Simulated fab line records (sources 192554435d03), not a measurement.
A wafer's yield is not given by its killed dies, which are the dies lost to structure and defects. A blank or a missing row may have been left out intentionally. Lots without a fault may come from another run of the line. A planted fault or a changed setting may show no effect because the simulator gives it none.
A lot that was struck, set against a sound lot ; flow n5-finfet ; 37 out of 1938 route steps
Sound: wafers L161.2, L161.3, L161.6. The struck wafers were L168.3, L168.5, L168.6. The cause comes at the end.
Order at every step that has rows: each side's tool, ch and its chambers, its first start. Under that, the readings that differ: sound wafers ; struck wafers ; difference of the means ; sigmas: that difference in standard deviations of wafers without a fault.
alike: same words and numbers on both sides, and readings whose means sit less than 2 such deviations apart. not compared: any withheld reading, any reading some wafer has no value for, any bound like >300 that may hide the same value, and any number with overlapping values for which the record gives no deviation.
The two part at a step that has a row with sigmas, a row that says differs or no value, or rows on one side only. Numbers that have no deviation but don't overlap get no sigmas and don't part them. A reading missing from all wafers of one side parts the sides only when that side holds two or more wafers.

first, 9 steps without rows for these wafers: N5_SDB_PRECLEAN_38 (cleans in dHF, time 10 s); N5_SDB_PRECLEAN_39 (cleans in O3/DIW, time 45 s); N5_SDB_SRD_28 (time 30 s); N5_SDB_ALD_29 (deposits SiNx, target thk 30 nm, pulse time 1 s, ald cycles 600); N5_SDB_CMP_30 (polishes, stops on poly-Si, t overpolish 1.54 s, target thk 30 nm); N5_DUMMY_REMOVAL_HM_STRIP_01 (strips SiNx in CH3F/O2, stops on poly-Si, target depth 4 nm, time 6.8 s); N5_DUMMY_REMOVAL_STRIP_10 (strips in N2/H2, time 40 s); N5_DUMMY_REMOVAL_PRECLEAN_07 (cleans in dHF, time 30 s); N5_DUMMY_REMOVAL_DUMMY_REMOVE_02 (chemistry TMAH, target poly-Si, stops on SiO2, target depth 142 nm, time 57 s, rinse time 30 s).
N5_DUMMY_REMOVAL_PRECLEAN_08: cleans in NF3:NH3, afs cycles 2, time 20 s, sublimation time 60 s.
  sound on remote-plasma-01 ch 1, day 5 21:24; struck on remote-plasma-01 ch 1, day 7 18:51
then, 26 steps without rows for these wafers: N5_DUMMY_REMOVAL_PRECLEAN_04 (cleans in DHF, time 37 s); N5_DUMMY_REMOVAL_SRD_05 (time 30 s); N5_HKMG_FIN_IL_REGROW_00 (material SiO2, chemistry O3, target thk 0.75 nm, time 30 s); N5_HKMG_FIN_HK_ALD_01 (deposits HfO2, target thk 1.6 nm, pulse time 3 s, purge time 3 s); N5_HKMG_FIN_HK_ANNEAL_02 (time 30 s); N5_HKMG_FIN_ALD_74 (deposits La2O3, target thk 0.5 nm, pulse time 6 s, co reactant pulse time 1 s); N5_HKMG_FIN_ALD_75 (deposits Al2O3, target thk 1 nm, co reactant pulse time 1 s); N5_HKMG_FIN_COAT_41 (time 60 s, resist thk 300 nm); N5_HKMG_FIN_COAT_42 (time 60 s, resist thk 35 nm); N5_HKMG_FIN_COAT_43 (resist thk 90 nm); N5_HKMG_FIN_EBR_45; N5_HKMG_FIN_SOFTBAKE_44 (time 60 s); N5_HKMG_FIN_EXPOSE_46 (exposes mask NDIPOLE); N5_HKMG_FIN_PEB_47 (peb time 60 s); N5_HKMG_FIN_DEVELOP_48 (develop time 30 s); N5_HKMG_FIN_DESCUM_53 (chemistry O2, time 7.9 s); N5_HKMG_FIN_ETCH_54 (etches SiARC in CF4, target depth 45.5 nm, time 75.8 s); N5_HKMG_FIN_ETCH_55 (etches SOC in N2/H2, target depth 240 nm, time 300 s); N5_HKMG_FIN_STRIP_56 (strips in N2/H2); N5_HKMG_FIN_STRIP_57 (strips in CF4); N5_HKMG_FIN_ETCH_58 (etches SOC in N2/H2, target depth 215.8 nm, time 741 s); N5_HKMG_FIN_STRIP_93 (strips SOC in N2/H2, time 20 s); N5_HKMG_FIN_WET_ETCH_76 (etches Al2O3 in dNH4OH, stops on La2O3, target depth 2.25 nm, rinse time 30 s); N5_HKMG_FIN_STRIP_60 (strips in N2/H2, time 360 s); N5_HKMG_FIN_WET_ETCH_77 (etches La2O3 in dHCl, stops on HfO2, target depth 2 nm); N5_HKMG_FIN_WET_ETCH_78 (etches Al2O3 in dNH4OH, stops on La2O3, target depth 4.5 nm, rinse time 30 s).
-- a jump in the record: the struck wafers' starts before and after are 9 days apart (it breaks off in module HKMG_FIN and resumes in module PASSIVATION, where the first step shown is number 1936 of the route) --
N5_PASSIVATION_PROBE_49:
  record: rows for the struck wafers here (prober-01, day 16 13:01), none for the sound ones

WHERE THEY PART
Only at N5_PASSIVATION_PROBE_49, within this record.

WHY: what had been put in by the simulator
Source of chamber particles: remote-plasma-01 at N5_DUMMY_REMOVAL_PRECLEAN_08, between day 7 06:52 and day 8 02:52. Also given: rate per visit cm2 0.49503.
